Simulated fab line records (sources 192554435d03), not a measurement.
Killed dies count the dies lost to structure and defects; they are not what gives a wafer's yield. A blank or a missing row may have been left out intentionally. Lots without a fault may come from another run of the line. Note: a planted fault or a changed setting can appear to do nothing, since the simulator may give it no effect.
8D (eight disciplines) problem report, filled in by code / flow n5_finfet / the parts of the form that need people (team, actions taken, sign-off) are left out

## 1. THE PROBLEM
Wafers without a fault read 455.1 W, standard deviation 1.3; bias_w at N5_MOL_CONTACT_COAG_VIA_ETCH_117 reads a mean of 430.0 W on 9 wafers belonging to 3 lots. That is -19 standard deviations from the usual mean.
The step: etches SiO2 in C4F6/O2, target depth 40 nm, overetch 8 nm, time 26 s.
Earliest sighting: wafer L673.1 on rie_diel-05 at day 9 02:07. The record has a number at this step for 25 wafers belonging to 9 lots. Rule for "out" (also "out of limits"): further than 4 standard deviations from the usual mean. The rest of the wafers with a number are treated as sound.

## 2. WHAT THIS IS AND IS NOT
question=which readings at this step | is=bias_w | is not=drypump_motor_current_A, oes_product_au, showerhead_plenum_p_Torr, throttle_valve_pct
question=which lots | is=L673, L678, L680 | is not=L658, L661, L666, L669, L671, L681
question=which wafers of those lots | is=all that have a number | is not=-
question=read on which tools | is=rie_diel-05 | is not=rie_diel-06
question=when | is=from day 9 02:07 | is not=up to then (13 sound wafers); but 3 sound wafers of L681 came after

## 3. SUSPECTS, AND WHAT RULES EACH OUT
Counting: a tool at a process step up to the reading stays a suspect if it ran every lot that is out and no sound lot after the first of them.
- rie_diel-05 at N5_MOL_CONTACT_COAG_ETCH_67 (etches SOC in N2/H2, target depth 60 nm, overetch 21 nm, time 101.2 s): kept. It processed each lot that is out, first L673 at day 9 01:59, and no sound lot thereafter; up to then, the last sound lot it processed was L671 at day 8 13:49.
- rie_diel-05 at N5_MOL_CONTACT_COAG_VIA_ETCH_117 (etches SiO2 in C4F6/O2, target depth 40 nm, overetch 8 nm, time 26 s): kept. It processed each lot that is out, first L673 at day 9 02:07, and no sound lot thereafter; up to then, the last sound lot it processed was L671 at day 8 13:56. On those wafers its own readings are out: bias_w.
Remaining after the count are rie_diel-05 at N5_MOL_CONTACT_COAG_ETCH_67 and rie_diel-05 at N5_MOL_CONTACT_COAG_VIA_ETCH_117.

## 4. THE CAUSE (what the simulator had put in)
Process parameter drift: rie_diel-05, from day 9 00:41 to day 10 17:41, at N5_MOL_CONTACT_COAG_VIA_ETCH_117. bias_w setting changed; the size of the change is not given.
This tool is one of the 2 suspects left after counting.

## 5. SEQUENCE OF EFFECTS, ordered by route
Rows list readings where the struck wafers' mean (over those with a number) sits beyond 3 standard deviations from the usual. Readings are gone through only where the record gives a usual standard deviation; hours: the median, over the lots, of the time from a lot's start at the first step in this table giving one to that lot's start at this step; sigmas: the change measured in usual standard deviations.
hours=0; step=N5_MOL_CONTACT_COAG_VIA_ETCH_117; reading=bias_w; usual=455.1 W; on struck wafers=430.0; change=-25.1; sigmas=-19
Here are the process steps it includes:
- N5_MOL_CONTACT_COAG_VIA_ETCH_117: etches SiO2 in C4F6/O2, target depth 40 nm, overetch 8 nm, time 26 s.
Later measuring or inspecting steps at which every struck wafer that the step has a row for has a number for every such reading, and none has moved that far: N5_BEOL_M4_RC_MEAS_101.

## 6. HOW IT WOULD HAVE BEEN CAUGHT EARLIER
In this record the first reading out of limits was taken at day 9 02:07, 1 hour after the fault began at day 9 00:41.
